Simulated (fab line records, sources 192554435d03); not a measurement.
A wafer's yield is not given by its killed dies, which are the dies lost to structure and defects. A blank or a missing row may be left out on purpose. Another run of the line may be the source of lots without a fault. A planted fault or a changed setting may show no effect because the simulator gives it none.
Which of the tools did it? / flow n5Finfet / route of 1938 steps, sampled at 1 step: 12 lots, 36 wafers

== WHAT THE GAUGES SHOWED, per wafer ==
N5_ZERO_LAYER_CD_MEAS_11 targets a cd of 2000 nm.
lot=L075; measured=day 1 18:46; on=cdSem-01; cdNm (nm)=2002.6 1998.6 2002.9
lot=L077; measured=day 2 06:38; on=cdSem-03; cdNm (nm)=2000.5 2002.7 1997.2
lot=L079; measured=day 2 18:40; on=cdSem-03; cdNm (nm)=2001.2 1995.4 2000.6
lot=L081; measured=day 3 06:39; on=cdSem-03; cdNm (nm)=1999.9 1999.9 2002.4
lot=L083; measured=day 3 18:46; on=cdSem-01; cdNm (nm)=1996.9 2001.0 2001.6
lot=L085; measured=day 4 06:40; on=cdSem-02; cdNm (nm)=2001.0 2001.2 2003.0
lot=L087; measured=day 4 18:38; on=cdSem-01; cdNm (nm)=2001.9 1998.5 2000.8
lot=L089; measured=day 5 06:40; on=cdSem-02; cdNm (nm)=1999.3 1998.6 2002.1
lot=L091; measured=day 5 18:46; on=cdSem-02; cdNm (nm)=1999.8 2002.0 2001.7
lot=L093; measured=day 6 06:40; on=cdSem-02; cdNm (nm)=1998.3 2001.9 2000.4
lot=L095; measured=day 6 18:39; on=cdSem-03; cdNm (nm)=1997.7 1999.7 2001.5
lot=L097; measured=day 7 06:38; on=cdSem-01; cdNm (nm)=2002.3 2002.6 2000.5

== TOOL THAT RAN EACH LOT (tool first, then ch and the chambers of the sampled wafers, then the start) ==
The record holds no process step before these readings.

== THE ANSWER, worked out from the rows above alone ==
Rule: what is usual is taken from the lots themselves. The widest of any qualifying gaps counts: lots, ordered by their means at a reading, are off when they make up no more than a third of the lots, leave a main group of 4 or more, and stand apart from it by 3 or more times the standard deviation of that group's means. A main group is skipped when, at the precision printed for the reading in the tables above, its means are all equal. A lot without any number at a reading at which 4 lots or more have one is off too. Any other lot the step has rows for is counted as sound.
None of the lots is off at any reading shown; this tells nothing.

== WHAT THE SIMULATOR HAD INSERTED ==
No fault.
